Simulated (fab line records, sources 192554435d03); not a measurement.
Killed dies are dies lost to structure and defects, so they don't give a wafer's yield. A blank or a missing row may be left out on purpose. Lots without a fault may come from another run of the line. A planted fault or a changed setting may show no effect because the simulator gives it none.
fab line records | flow n5_finfet
record lots=24 wafers=72 last_day=17
route steps=1938 shown SD_EPI_P@329 SD_ACTIVATION@330 HKMG_FIN@388
lots that met no fault: from a run of the same line without faults
start_h: hours from the record's first day to the start of the lot's first wafer shown | wait_h: hours since the lot's step before | " the same as in the row above | L1.1+2: a row that stands for several wafers | - no value, or no start given | * or withheld: withheld | < > ~ a bound
route shown NAME@n: a module of which the file shows steps, and the number in the route of the first | usual: mean/standard deviation of fault-free wafers | same: alike in all rows | chamber/n: place in a boat | sites: the reading at each site | _std_site: their standard deviation | _edge_site: outer sites' mean less inner sites' | radius_mm: how far each site lies from the wafer's centre | mask NAME#n: copy n | behind: the tool/chamber that last shaped the wafer | hold: why the lot was held/for how many hours/how that ended | device: the transistor (n, p or np) that didn't switch | end of line: the same wafers' tests at the end of the route | a step without rows: its recipe alone | killed: dies lost to structure and defects at the first sort, not the wafer's yield | map: a wafer's dies, x killed, . not, _ none there
set.NAME: the setting as run; set.NAME@STEP: as run at that earlier step | model.NAME: the simulator's own value behind a step, which no gauge read
steps of the route over a sample of lots; a table a step, a row a wafer
services: from which hour (start_h, from the record's first day; less than 0 if before it) a tool's chamber was out of use, for how many hours, and why
## steps
# step N5_SD_EPI_P_INSPECT_26
# recipe inspect_instrument=darkfield mode=post_epi
# usual raw_defect_count=163/34
# columns lot.wafer tool chamber start_h wait_h raw_defect_count
L074.1 defect_inspect-01 - 61.82 0.0 149
L074.3 " - " " 114
L074.6 " - " " 187
L075.1 defect_inspect-01 - 62.15 0.0 160
L075.4 " - " " 120
L075.5 " - " " 127
L076.2 defect_inspect-02 - 70.18 0.0 166
L076.3 " - " " 132
L076.6 " - " " 222
L077.3 defect_inspect-01 - 80.36 0.0 161
L077.4 " - " " 194
L077.6 " - " " 170
L078.1 defect_inspect-02 - 86.53 0.0 108
L078.3 " - " " 151
L078.5 " - " " 142
L079.1 defect_inspect-01 - 89.79 0.0 158
L079.5 " - " " 155
L079.6 " - " " 198
L080.1 defect_inspect-02 - 96.34 0.0 178
L080.4 " - " " 116
L080.6 " - " " 164
L081.4 defect_inspect-02 - 99.51 0.0 173
L081.5 " - " " 165
L081.6 " - " " 134
L082.2 defect_inspect-02 - 105.52 0.0 161
L082.3 " - " " 168
L082.6 " - " " 125
L083.1 defect_inspect-02 - 112.18 0.0 227
L083.2 " - " " 201
L083.4 " - " " 214
L084.1 defect_inspect-01 - 119.16 0.0 154
L084.2 " - " " 232
L084.3 " - " " 163
L085.2 defect_inspect-02 - 125.65 0.0 123
L085.3 " - " " 147
L085.4 " - " " 196
L086.2 defect_inspect-01 - 130.88 0.0 169
L086.3 " - " " 133
L086.5 " - " " 188
L087.2 defect_inspect-02 - 137.98 0.0 211
L087.3 " - " " 169
L087.6 " - " " 219
L088.1 defect_inspect-02 - 140.80 0.0 129
L088.3 " - " " 106
L088.4 " - " " 112
L089.3 defect_inspect-02 - 148.60 0.0 147
L089.5 " - " " 167
L089.6 " - " " 167
L090.2 defect_inspect-02 - 154.87 0.0 212
L090.5 " - " " 169
L090.6 " - " " 188
L091.2 defect_inspect-02 - 164.51 0.0 144
L091.5 " - " " 102
L091.6 " - " " 175
L092.1 defect_inspect-01 - 171.79 0.0 217
L092.4 " - " " 219
L092.6 " - " " 249
L093.3 defect_inspect-01 - 176.56 0.0 160
L093.4 " - " " 166
L093.6 " - " " 197
L094.1 defect_inspect-01 - 183.61 0.0 165
L094.2 " - " " 117
L094.6 " - " " 127
L095.1 defect_inspect-02 - 188.88 0.0 184
L095.2 " - " " 131
L095.4 " - " " 135
L096.2 defect_inspect-02 - 193.67 0.0 209
L096.4 " - " " 158
L096.5 " - " " 124
L097.1 defect_inspect-01 - 197.05 0.0 168
L097.2 " - " " 132
L097.5 " - " " 146
# step N5_SD_ACTIVATION_RTA_00
# recipe temp_c=975 time_s=0 ambient=N2 idle_temp_c=600 ramp_up_c_per_s=150 ramp_down_c_per_s=60 cool_to_c=600
# usual lamp_power_pct=8.96/0.051 lamp_zone_4_pct=8.953/0.022 lamp_zone_7_pct=9.352/0.026 wafer_temp_C_max=975.3/1.7
# columns lot.wafer tool chamber start_h wait_h lamp_power_pct lamp_zone_4_pct lamp_zone_7_pct wafer_temp_C_max
L074.1 rtp_anneal-02 0 62.00 0.2 9.00 8.988 9.380 974.7
L074.3 " 0 " " 8.96 8.945 9.356 976.4
L074.6 " 0 " " 8.95 8.933 9.367 976.4
L075.1 rtp_anneal-02 0 62.18 0.0 9.00 8.967 9.372 974.4
L075.4 " 0 " " 8.94 8.961 9.335 972.9
L075.5 " 0 " " 8.89 8.920 9.339 979.0
L076.2 rtp_anneal-02 0 70.23 0.1 8.96 8.982 9.331 975.6
L076.3 " 0 " " 8.91 8.951 9.324 972.2
L076.6 " 0 " " 8.96 8.970 9.328 977.4
L077.3 rtp_anneal-02 0 80.45 0.1 8.98 8.922 9.364 975.3
L077.4 " 0 " " 8.91 8.937 9.371 973.1
L077.6 " 0 " " 8.94 8.985 9.322 976.2
L078.1 rtp_anneal-01 0 86.55 0.0 9.00 8.969 9.412 974.6
L078.3 " 0 " " 8.97 8.952 9.372 976.0
L078.5 " 0 " " 9.00 8.954 9.376 974.9
L079.1 rtp_anneal-01 0 89.81 0.0 8.87 8.950 9.304 975.4
L079.5 " 0 " " 9.01 8.988 9.355 973.7
L079.6 " 0 " " 9.03 8.955 9.325 973.7
L080.1 rtp_anneal-02 0 96.54 0.2 8.94 8.927 9.342 975.2
L080.4 " 0 " " 9.05 8.949 9.332 971.5
L080.6 " 0 " " 8.95 8.924 9.324 976.2
L081.4 rtp_anneal-02 0 99.87 0.4 8.98 8.929 9.357 974.9
L081.5 " 0 " " 9.03 8.950 9.376 975.3
L081.6 " 0 " " 8.95 8.972 9.353 976.9
L082.2 rtp_anneal-02 0 105.58 0.1 9.00 8.912 9.354 974.1
L082.3 " 0 " " 8.91 8.887 9.348 977.8
L082.6 " 0 " " 8.92 8.979 9.348 971.4
L083.1 rtp_anneal-02 0 112.21 0.0 8.95 8.944 9.338 973.8
L083.2 " 0 " " 8.90 8.981 9.315 975.5
L083.4 " 0 " " 8.99 8.969 9.384 974.9
L084.1 rtp_anneal-01 0 119.19 0.0 8.95 8.950 9.367 974.7
L084.2 " 0 " " 8.96 8.977 9.393 977.6
L084.3 " 0 " " 8.95 8.918 9.366 974.2
L085.2 rtp_anneal-02 0 125.89 0.2 8.90 8.959 9.316 978.5
L085.3 " 0 " " 8.97 8.950 9.322 975.0
L085.4 " 0 " " 8.96 8.910 9.370 975.4
L086.2 rtp_anneal-01 0 130.94 0.1 9.01 8.955 9.347 975.7
L086.3 " 0 " " 8.93 8.898 9.375 976.2
L086.5 " 0 " " 8.94 8.948 9.344 973.3
L087.2 rtp_anneal-01 0 138.04 0.1 8.99 8.974 9.337 975.6
L087.3 " 0 " " 8.95 8.930 9.349 976.7
L087.6 " 0 " " 8.93 8.951 9.411 976.2
L088.1 rtp_anneal-01 0 140.83 0.0 8.95 8.944 9.327 977.0
L088.3 " 0 " " 8.92 8.956 9.338 974.6
L088.4 " 0 " " 9.02 8.949 9.320 977.5
L089.3 rtp_anneal-02 0 148.68 0.1 8.92 8.975 9.357 975.5
L089.5 " 0 " " 8.93 8.945 9.331 976.6
L089.6 " 0 " " 9.01 8.951 9.352 976.2
L090.2 rtp_anneal-01 0 155.00 0.1 9.00 8.977 9.341 975.3
L090.5 " 0 " " 8.96 8.962 9.360 973.8
L090.6 " 0 " " 8.96 8.929 9.374 972.6
L091.2 rtp_anneal-01 0 164.57 0.1 9.04 9.000 9.373 974.0
L091.5 " 0 " " 8.94 8.975 9.308 978.3
L091.6 " 0 " " 9.02 8.937 9.302 974.4
L092.1 rtp_anneal-01 0 172.00 0.2 8.99 9.009 9.313 975.1
L092.4 " 0 " " 9.01 8.950 9.366 972.2
L092.6 " 0 " " 9.01 8.934 9.352 979.3
L093.3 rtp_anneal-01 0 176.66 0.1 8.96 8.957 9.314 976.3
L093.4 " 0 " " 8.88 8.959 9.366 971.8
L093.6 " 0 " " 8.97 8.979 9.370 974.5
L094.1 rtp_anneal-01 0 183.64 0.0 8.98 8.974 9.319 973.7
L094.2 " 0 " " 8.97 8.954 9.303 974.5
L094.6 " 0 " " 8.93 8.950 9.365 976.2
L095.1 rtp_anneal-02 0 188.93 0.1 8.91 8.914 9.370 973.5
L095.2 " 0 " " 9.04 8.939 9.354 976.4
L095.4 " 0 " " 9.02 8.961 9.379 976.1
L096.2 rtp_anneal-02 0 193.73 0.1 8.96 8.965 9.350 974.2
L096.4 " 0 " " 8.94 8.963 9.324 976.7
L096.5 " 0 " " 9.01 8.947 9.366 978.9
L097.1 rtp_anneal-01 0 197.26 0.2 9.07 8.924 9.357 976.7
L097.2 " 0 " " 8.94 8.941 9.341 976.7
L097.5 " 0 " " 8.99 8.943 9.336 971.0
# step N5_SD_ACTIVATION_LSA_01
# recipe temp_c=1080 time_s=0.0008 ambient=N2
# usual wafer_temp_C_max=1084.4/1
# columns lot.wafer tool chamber start_h wait_h wafer_temp_C_max
L074.1 laser_anneal-01 0 62.20 0.2 1086.0
L074.3 " 0 " " 1083.4
L074.6 " 0 " " 1084.5
L075.1 laser_anneal-02 0 62.38 0.2 1085.0
L075.4 " 0 " " 1083.1
L075.5 " 0 " " 1084.2
L076.2 laser_anneal-01 0 70.43 0.2 1083.9
L076.3 " 0 " " 1084.4
L076.6 " 0 " " 1084.6
L077.3 laser_anneal-02 0 80.65 0.2 1083.8
L077.4 " 0 " " 1085.2
L077.6 " 0 " " 1083.4
L078.1 laser_anneal-01 0 86.75 0.2 1083.7
L078.3 " 0 " " 1084.1
L078.5 " 0 " " 1084.4
L079.1 laser_anneal-02 0 90.01 0.2 1083.4
L079.5 " 0 " " 1085.8
L079.6 " 0 " " 1083.2
L080.1 laser_anneal-01 0 96.76 0.2 1083.5
L080.4 " 0 " " 1084.4
L080.6 " 0 " " 1083.7
L081.4 laser_anneal-02 0 100.07 0.2 1084.3
L081.5 " 0 " " 1084.0
L081.6 " 0 " " 1086.4
L082.2 laser_anneal-01 0 105.78 0.2 1085.4
L082.3 " 0 " " 1084.0
L082.6 " 0 " " 1085.8
L083.1 laser_anneal-01 0 112.41 0.2 1084.9
L083.2 " 0 " " 1084.3
L083.4 " 0 " " 1085.1
L084.1 laser_anneal-01 0 119.40 0.2 1084.2
L084.2 " 0 " " 1084.7
L084.3 " 0 " " 1083.5
L085.2 laser_anneal-01 0 126.09 0.2 1083.7
L085.3 " 0 " " 1086.3
L085.4 " 0 " " 1084.2
L086.2 laser_anneal-02 0 131.14 0.2 1083.0
L086.3 " 0 " " 1083.5
L086.5 " 0 " " 1084.3
L087.2 laser_anneal-01 0 138.24 0.2 1083.4
L087.3 " 0 " " 1084.0
L087.6 " 0 " " 1085.5
L088.1 laser_anneal-02 0 141.04 0.2 1084.7
L088.3 " 0 " " 1084.4
L088.4 " 0 " " 1083.0
L089.3 laser_anneal-01 0 148.88 0.2 1085.5
L089.5 " 0 " " 1083.7
L089.6 " 0 " " 1085.6
L090.2 laser_anneal-02 0 155.20 0.2 1084.0
L090.5 " 0 " " 1085.2
L090.6 " 0 " " 1085.1
L091.2 laser_anneal-01 0 164.78 0.2 1084.6
L091.5 " 0 " " 1084.0
L091.6 " 0 " " 1083.9
L092.1 laser_anneal-02 0 172.20 0.2 1083.1
L092.4 " 0 " " 1084.7
L092.6 " 0 " " 1082.7
L093.3 laser_anneal-01 0 176.86 0.2 1082.7
L093.4 " 0 " " 1084.1
L093.6 " 0 " " 1085.0
L094.1 laser_anneal-02 0 183.84 0.2 1082.8
L094.2 " 0 " " 1084.3
L094.6 " 0 " " 1085.9
L095.1 laser_anneal-01 0 189.13 0.2 1085.8
L095.2 " 0 " " 1085.1
L095.4 " 0 " " 1084.5
L096.2 laser_anneal-02 0 193.93 0.2 1083.3
L096.4 " 0 " " 1083.7
L096.5 " 0 " " 1084.5
L097.1 laser_anneal-01 0 197.46 0.2 1085.1
L097.2 " 0 " " 1084.0
L097.5 " 0 " " 1083.9
# step N5_HKMG_FIN_ALD_74
# recipe material=La2O3 target_thk_a=5 temp_c=250 ald_precursor_family=La-Cp ald_co_reactant=O3 pulse_time_s=6 co_reactant_pulse_time_s=1 purge_time_s=3 co_reactant_purge_time_s=3
# usual heater_power_w=340/36 precursor_pulse_height_rel=0.999/0.019
# same co_reactant_pulse_time_s=1
# columns lot.wafer tool chamber start_h wait_h heater_power_w precursor_pulse_height_rel
L074.1 ald_hk-03 0 75.38 0.2 292 0.999
L074.3 " 3 " " 384 0.949
L074.6 " 2 " " 360 0.978
L075.1 ald_hk-02 1 75.55 0.2 343 0.970
L075.4 " 3 " " 293 0.979
L075.5 " 0 " " 307 0.986
L076.2 ald_hk-02 3 83.78 0.2 296 1.000
L076.3 " 1 " " 347 1.000
L076.6 " 0 " " 315 1.009
L077.3 ald_hk-03 2 93.35 0.1 355 1.028
L077.4 " 1 " " 374 1.001
L077.6 " 3 " " 401 1.004
L078.1 ald_hk-03 3 99.90 0.2 391 1.009
L078.3 " 0 " " 291 1.016
L078.5 " 3 " " 392 1.008
L079.1 ald_hk-03 3 103.73 0.2 405 0.994
L079.5 " 2 " " 360 1.019
L079.6 " 3 " " 391 0.980
L080.1 ald_hk-01 3 110.03 0.2 314 0.981
L080.4 " 0 " " 357 0.983
L080.6 " 2 " " 360 1.001
L081.4 ald_hk-02 0 113.35 0.1 300 1.002
L081.5 " 1 " " 359 0.967
L081.6 " 0 " " 304 0.999
L082.2 ald_hk-03 0 118.27 0.2 282 1.017
L082.3 " 1 " " 372 0.990
L082.6 " 2 " " 365 1.018
L083.1 ald_hk-03 1 125.06 0.2 363 1.024
L083.2 " 3 " " 386 0.967
L083.4 " 2 " " 363 0.968
L084.1 ald_hk-03 3 131.67 0.2 397 1.005
L084.2 " 2 " " 358 1.005
L084.3 " 0 " " 287 0.969
L085.2 ald_hk-03 2 139.33 0.2 369 1.008
L085.3 " 0 " " 300 0.984
L085.4 " 1 " " 375 1.020
L086.2 ald_hk-01 3 144.97 0.2 316 0.993
L086.3 " 2 " " 360 0.982
L086.5 " 0 " " 356 0.991
L087.2 ald_hk-02 2 151.28 0.2 309 0.993
L087.3 " 1 " " 357 0.974
L087.6 " 1 " " 351 1.018
L088.1 ald_hk-02 0 157.22 0.2 304 0.965
L088.3 " 2 " " 320 1.013
L088.4 " 3 " " 296 1.004
L089.3 ald_hk-02 2 162.81 0.1 310 1.017
L089.5 " 3 " " 291 0.994
L089.6 " 0 " " 300 1.016
L090.2 ald_hk-01 0 167.64 0.2 369 1.003
L090.5 " 3 " " 331 0.989
L090.6 " 0 " " 363 1.019
L091.2 ald_hk-02 0 177.31 0.2 306 1.022
L091.5 " 0 " " 302 0.986
L091.6 " 1 " " 350 0.971
L092.1 ald_hk-03 0 184.62 0.2 300 1.007
L092.4 " 1 " " 359 0.994
L092.6 " 2 " " 368 1.023
L093.3 ald_hk-02 1 190.88 0.1 352 0.983
L093.4 " 0 " " 306 0.997
L093.6 " 0 " " 304 1.017
L094.1 ald_hk-02 0 197.63 0.2 299 0.984
L094.2 " 3 " " 297 0.971
L094.6 " 0 " " 300 0.963
L095.1 ald_hk-03 0 201.55 0.2 289 1.028
L095.2 " 3 " " 395 0.966
L095.4 " 2 " " 366 0.999
L096.2 ald_hk-03 3 208.17 0.2 396 0.990
L096.4 " 0 " " 295 1.010
L096.5 " 2 " " 370 1.030
L097.1 ald_hk-01 3 209.89 0.2 321 1.005
L097.2 " 2 " " 355 1.003
L097.5 " 0 " " 363 1.016
# step N5_HKMG_FIN_DESCUM_17
# recipe chemistry=O2 time_s=7.9 source_power_w=50 bias_power_w=20 pressure_mtorr=20 rf_frequency_hz=2.712e+07 temp_c=40 resist=CAR-ArF o2_flow_sccm=225
# usual drypump_motor_current_A=5.6/0.51 oes_product_au=0.82/0.089 rf_vpp_V=243.3/1.2 showerhead_plenum_p_Torr=2.11/0.056 throttle_valve_pct=20.32/0.25
# columns lot.wafer tool chamber start_h wait_h drypump_motor_current_A oes_product_au rf_hours_counter_h rf_vpp_V showerhead_plenum_p_Torr throttle_valve_pct
L074.1 rie_diel-02 2 79.56 0.0 4.9 0.84 68 244.4 2.12 20.53
L074.3 " 3 " " 5.9 0.98 6 246.5 2.23 20.09
L074.6 " 3 " " 5.9 0.98 - 244.9 2.23 20.09
L075.1 rie_diel-06 2 79.72 0.0 6.1 0.92 6 241.2 2.06 20.29
L075.4 " 0 " " 5.8 0.74 168 241.8 2.07 20.26
L075.5 " 2 " " 6.1 0.93 - 243.0 2.06 20.29
L076.2 rie_diel-04 3 87.78 0.0 5.5 0.82 79 243.1 2.12 20.37
L076.3 " 2 " " 5.2 0.96 14 244.6 2.13 20.02
L076.6 " 2 " " 5.2 0.95 - 243.8 2.13 20.03
L077.3 rie_diel-06 3 98.42 0.5 5.0 0.73 194 242.5 2.08 20.56
L077.4 " 1 " " 5.3 0.68 247 244.3 2.15 20.82
L077.6 " 2 " " 6.1 0.91 - 244.2 2.06 20.31
L078.1 rie_diel-04 3 104.30 0.3 5.5 0.82 85 243.4 2.12 20.37
L078.3 " 1 " " 5.5 0.73 176 242.6 2.08 20.53
L078.5 " 1 " " 5.4 0.73 - 242.2 2.08 20.57
L079.1 rie_diel-04 0 108.39 0.1 6.2 0.89 30 243.8 2.14 19.89
L079.5 " 0 " " 6.2 0.88 - 241.8 2.14 19.88
L079.6 " 3 " " 5.5 0.82 - 242.4 2.12 20.38
L080.1 rie_diel-02 1 114.27 0.0 6.7 1.00 2 241.4 2.06 20.26
L080.4 " 3 " " 5.9 0.93 20 245.4 2.23 20.12
L080.6 " 3 " " 5.9 0.94 - 247.3 2.23 20.11
L081.4 rie_diel-04 2 117.41 0.0 5.1 0.94 23 243.3 2.13 20.06
L081.5 " 1 " " 5.5 0.72 - 242.4 2.08 20.56
L081.6 " 0 " " 6.3 0.87 - 242.6 2.14 19.87
L082.2 rie_diel-04 1 122.54 0.3 5.5 0.73 181 243.2 2.08 20.56
L082.3 " 3 " " 5.5 0.81 93 244.8 2.11 20.37
L082.6 " 3 " " 5.5 0.81 - 243.0 2.11 20.39
L083.1 rie_diel-04 2 128.81 0.0 5.1 0.93 26 243.8 2.12 20.05
L083.2 " 3 " " 5.5 0.81 95 243.8 2.11 20.38
L083.4 " 1 " " 5.5 0.73 182 243.8 2.08 20.56
L084.1 rie_diel-04 0 136.14 0.0 6.2 0.86 41 243.1 2.13 19.90
L084.2 " 1 " " 5.5 0.73 185 243.2 2.08 20.57
L084.3 " 3 " " 5.5 0.80 97 243.6 2.11 20.40
L085.2 rie_diel-04 0 143.09 0.0 6.2 0.85 42 244.0 2.13 19.89
L085.3 " 2 " " 5.1 0.91 30 243.8 2.12 20.05
L085.4 " 3 " " 5.5 0.80 99 243.0 2.11 20.39
L086.2 rie_diel-02 0 149.40 0.0 5.0 0.66 246 241.4 1.97 20.64
L086.3 " 2 " " 4.9 0.80 94 242.8 2.11 20.57
L086.5 " 3 " " 5.9 0.91 - 246.0 2.22 20.13
L087.2 rie_diel-04 1 155.32 0.0 5.5 0.71 191 241.9 2.08 20.59
L087.3 " 3 " " 5.5 0.80 104 243.3 2.11 20.42
L087.6 " 2 " " 5.1 0.90 - 243.8 2.12 20.06
L088.1 rie_diel-02 3 161.26 0.0 5.9 0.91 36 246.4 2.22 20.15
L088.3 " 2 " " 4.9 0.80 98 242.7 2.11 20.56
L088.4 " 0 " " 5.0 0.67 249 241.0 1.97 20.69
L089.3 rie_diel-04 2 166.83 0.1 5.1 0.91 39 244.0 2.12 20.06
L089.5 " 3 " " 5.5 0.79 - 244.0 2.11 20.40
L089.6 " 2 " " 5.1 0.91 - 244.0 2.12 20.07
L090.2 rie_diel-04 2 171.66 0.0 5.1 0.91 40 243.8 2.12 20.05
L090.5 " 1 " " 5.5 0.71 - 243.4 2.08 20.58
L090.6 " 2 " " 5.1 0.91 - 242.9 2.12 20.08
L091.2 rie_diel-06 2 181.39 0.0 6.1 0.85 42 242.6 2.05 20.36
L091.5 " 3 " " 5.0 0.71 - 244.1 2.07 20.58
L091.6 " 0 " " 5.8 0.71 - 242.5 2.06 20.31
L092.1 rie_diel-02 2 188.62 0.0 4.9 0.79 109 243.7 2.10 20.58
L092.4 " 0 " " 5.0 0.96 3 245.1 2.23 20.27
L092.6 " 1 " " 6.7 0.92 - 242.9 2.05 20.28
L093.3 rie_diel-04 2 198.92 0.1 5.2 0.89 48 243.1 2.12 20.10
L093.4 " 3 " " 5.5 0.78 118 242.9 2.11 20.44
L093.6 " 1 " " 5.4 0.70 - 243.1 2.07 20.59
L094.1 rie_diel-06 3 201.40 0.0 5.0 0.70 232 242.4 2.06 20.60
L094.2 " 0 " " 5.8 0.71 212 241.6 2.06 20.31
L094.6 " 2 " " 6.1 0.84 - 242.4 2.04 20.36
L095.1 rie_diel-02 2 206.00 0.0 4.9 0.78 115 243.0 2.10 20.60
L095.2 " 3 " " 5.9 0.88 52 245.4 2.21 20.16
L095.4 " 0 " " 5.0 0.94 10 246.1 2.23 20.28
L096.2 rie_diel-06 1 212.02 0.1 5.3 0.90 23 243.6 2.14 20.44
L096.4 " 2 " " 6.1 0.84 54 241.3 2.04 20.38
L096.5 " 3 " " 5.0 0.71 - 242.3 2.06 20.62
L097.1 rie_diel-02 1 213.99 0.0 6.7 0.91 39 242.7 2.05 20.30
L097.2 " 0 " " 5.0 0.93 12 246.2 2.23 20.29
L097.5 " 2 " " 5.0 0.78 - 243.6 2.10 20.61
# step N5_HKMG_FIN_ETCH_31
# recipe chemistry=CF4 target=SiARC target_depth_a=455 mask_material=CAR-ArF time_s=75.8 ion_energy_ev=80 pressure_mtorr=40 source_w=545 bias_w=36 Ar_flow_sccm=100 cf4_flow_sccm=100 ends=cleared
# usual drypump_motor_current_A=5.6/0.51 etch_rf_on_time_s=75.0/1.4 oes_product_au=0.71/0.077 rf_vpp_V=184.3/1.1 showerhead_plenum_p_Torr=2.15/0.056 throttle_valve_pct=15.50/0.24
# columns lot.wafer tool chamber start_h wait_h drypump_motor_current_A etch_rf_on_time_s oes_product_au rf_hours_counter_h rf_vpp_V showerhead_plenum_p_Torr throttle_valve_pct
L074.1 rie_diel-02 2 79.59 0.0 4.9 74.7 0.71 68 182.6 2.16 15.66
L074.3 " 3 " " 5.9 74.2 0.83 6 185.7 2.28 15.27
L074.6 " 3 " " 5.9 74.4 0.82 - 185.5 2.28 15.26
L075.1 rie_diel-06 2 79.75 0.0 6.1 76.9 0.80 6 185.0 2.10 15.39
L075.4 " 0 " " 5.8 75.0 0.64 168 184.2 2.13 15.57
L075.5 " 2 " " 6.1 76.7 0.80 - 182.8 2.10 15.37
L076.2 rie_diel-04 3 87.82 0.0 5.5 74.0 0.71 79 183.7 2.17 15.53
L076.3 " 2 " " 5.2 71.9 0.83 14 185.1 2.19 15.25
L076.6 " 2 " " 5.2 72.1 0.83 - 184.3 2.19 15.23
L077.3 rie_diel-06 3 98.46 0.0 5.0 75.9 0.63 194 183.1 2.13 15.76
L077.4 " 1 " " 5.3 77.7 0.57 247 185.4 2.19 16.00
L077.6 " 2 " " 6.1 76.5 0.77 - 184.7 2.10 15.39
L078.1 rie_diel-04 3 104.34 0.0 5.5 75.5 0.69 85 183.5 2.16 15.54
L078.3 " 1 " " 5.5 75.3 0.63 176 185.1 2.12 15.69
L078.5 " 1 " " 5.5 75.1 0.63 - 183.9 2.12 15.67
L079.1 rie_diel-04 0 108.43 0.0 6.2 74.2 0.75 30 184.1 2.19 15.10
L079.5 " 0 " " 6.2 75.0 0.75 - 186.2 2.19 15.08
L079.6 " 3 " " 5.5 74.8 0.70 - 183.8 2.16 15.55
L080.1 rie_diel-02 1 114.31 0.0 6.6 75.5 0.86 2 183.5 2.10 15.30
L080.4 " 3 " " 5.9 74.5 0.79 20 185.9 2.27 15.30
L080.6 " 3 " " 5.9 73.9 0.80 - 187.1 2.27 15.29
L081.4 rie_diel-04 2 117.44 0.0 5.2 72.8 0.81 23 185.7 2.19 15.27
L081.5 " 1 " " 5.5 75.5 0.63 - 183.5 2.12 15.67
L081.6 " 0 " " 6.2 74.6 0.74 - 186.1 2.19 15.10
L082.2 rie_diel-04 1 122.58 0.0 5.5 75.3 0.63 181 183.3 2.12 15.68
L082.3 " 3 " " 5.5 75.3 0.69 93 183.1 2.16 15.55
L082.6 " 3 " " 5.5 74.6 0.70 - 184.7 2.16 15.53
L083.1 rie_diel-04 2 128.84 0.0 5.2 71.0 0.82 26 183.9 2.19 15.28
L083.2 " 3 " " 5.5 74.2 0.69 95 185.4 2.16 15.56
L083.4 " 1 " " 5.4 74.5 0.63 182 185.4 2.12 15.68
L084.1 rie_diel-04 0 136.18 0.0 6.3 75.3 0.73 41 184.1 2.18 15.10
L084.2 " 1 " " 5.5 74.6 0.62 185 184.9 2.12 15.67
L084.3 " 3 " " 5.5 74.3 0.69 97 184.3 2.16 15.56
L085.2 rie_diel-04 0 143.12 0.0 6.2 75.3 0.73 42 185.5 2.18 15.12
L085.3 " 2 " " 5.1 72.7 0.80 30 183.5 2.18 15.28
L085.4 " 3 " " 5.5 75.2 0.69 99 185.0 2.16 15.56
L086.2 rie_diel-02 0 149.43 0.0 5.0 78.0 0.57 246 183.6 2.03 15.94
L086.3 " 2 " " 5.0 75.0 0.69 94 183.7 2.16 15.74
L086.5 " 3 " " 5.9 74.8 0.78 - 185.4 2.27 15.31
L087.2 rie_diel-04 1 155.35 0.0 5.5 75.2 0.62 191 184.4 2.12 15.68
L087.3 " 3 " " 5.5 75.0 0.69 104 183.6 2.16 15.57
L087.6 " 2 " " 5.1 72.6 0.79 - 185.0 2.18 15.29
L088.1 rie_diel-02 3 161.29 0.0 5.9 74.7 0.77 36 184.9 2.27 15.32
L088.3 " 2 " " 4.9 75.8 0.68 98 183.7 2.15 15.74
L088.4 " 0 " " 5.0 78.0 0.56 249 182.2 2.03 15.93
L089.3 rie_diel-04 2 166.86 0.0 5.2 73.2 0.78 39 187.0 2.18 15.30
L089.5 " 3 " " 5.5 74.8 0.68 - 183.7 2.16 15.57
L089.6 " 2 " " 5.2 72.2 0.79 - 185.2 2.18 15.32
L090.2 rie_diel-04 2 171.69 0.0 5.1 72.7 0.79 40 183.5 2.18 15.30
L090.5 " 1 " " 5.4 75.7 0.61 - 183.4 2.12 15.70
L090.6 " 2 " " 5.1 73.2 0.78 - 185.3 2.18 15.31
L091.2 rie_diel-06 2 181.43 0.0 6.1 76.3 0.73 42 183.5 2.09 15.47
L091.5 " 3 " " 5.0 76.3 0.60 - 182.1 2.12 15.83
L091.6 " 0 " " 5.8 75.1 0.61 - 185.1 2.12 15.65
L092.1 rie_diel-02 2 188.66 0.0 4.9 74.8 0.67 109 182.7 2.15 15.75
L092.4 " 0 " " 5.0 75.7 0.82 3 185.3 2.28 15.44
L092.6 " 1 " " 6.7 73.7 0.79 - 184.2 2.09 15.34
L093.3 rie_diel-04 2 198.95 0.0 5.1 73.0 0.77 48 183.9 2.18 15.33
L093.4 " 3 " " 5.5 75.3 0.67 118 183.7 2.15 15.59
L093.6 " 1 " " 5.5 75.3 0.62 - 182.1 2.11 15.72
L094.1 rie_diel-06 3 201.44 0.0 5.0 76.3 0.60 232 183.6 2.11 15.83
L094.2 " 0 " " 5.8 74.7 0.61 212 183.9 2.12 15.65
L094.6 " 2 " " 6.1 75.7 0.72 - 183.6 2.09 15.47
L095.1 rie_diel-02 2 206.04 0.0 4.9 75.2 0.67 115 184.3 2.15 15.76
L095.2 " 3 " " 5.9 74.6 0.75 52 186.3 2.26 15.35
L095.4 " 0 " " 5.0 75.7 0.79 10 185.3 2.28 15.46
L096.2 rie_diel-06 1 212.05 0.0 5.3 75.8 0.76 23 184.1 2.18 15.52
L096.4 " 2 " " 6.1 75.9 0.71 54 182.6 2.09 15.50
L096.5 " 3 " " 5.0 76.6 0.60 - 184.1 2.11 15.84
L097.1 rie_diel-02 1 214.03 0.0 6.7 75.1 0.77 39 182.8 2.08 15.36
L097.2 " 0 " " 5.0 76.6 0.78 12 185.3 2.28 15.45
L097.5 " 2 " " 5.0 75.7 0.66 - 184.0 2.15 15.77
## services
# columns tool chamber start_h hours kind
rie_diel-02 3 40.15 - clean
rie_diel-02 3 40.15 - consumable_replace:focus_ring
rie_diel-02 3 40.15 - consumable_replace:showerhead
rie_diel-02 3 40.15 19.3 scheduled_down
rie_diel-02 3 40.15 19.3 vent_cycle
rie_diel-06 - 60.80 0.3 repair
ald_hk-03 - 79.78 2.8 pm
rie_diel-02 1 85.19 - clean
rie_diel-02 1 85.19 - consumable_replace:focus_ring
rie_diel-02 1 85.19 23.3 scheduled_down
rie_diel-02 1 85.19 23.3 vent_cycle
ald_hk-02 - 90.93 2.8 pm
laser_anneal-02 - 105.56 3.9 repair
rie_diel-04 1 107.47 3.4 repair
rie_diel-06 - 153.59 1.2 repair
laser_anneal-02 - 159.44 8.8 pm
rie_diel-02 0 162.16 - clean
rie_diel-02 0 162.16 - consumable_replace:focus_ring
rie_diel-02 0 162.16 - consumable_replace:showerhead
laser_anneal-01 - 172.11 1.9 repair
rie_diel-06 1 175.24 16.7 repair
ald_hk-01 - 181.53 1.6 repair
rie_diel-02 3 196.56 2.4 repair
laser_anneal-01 - 210.61 2.1 pm
## key
fault none
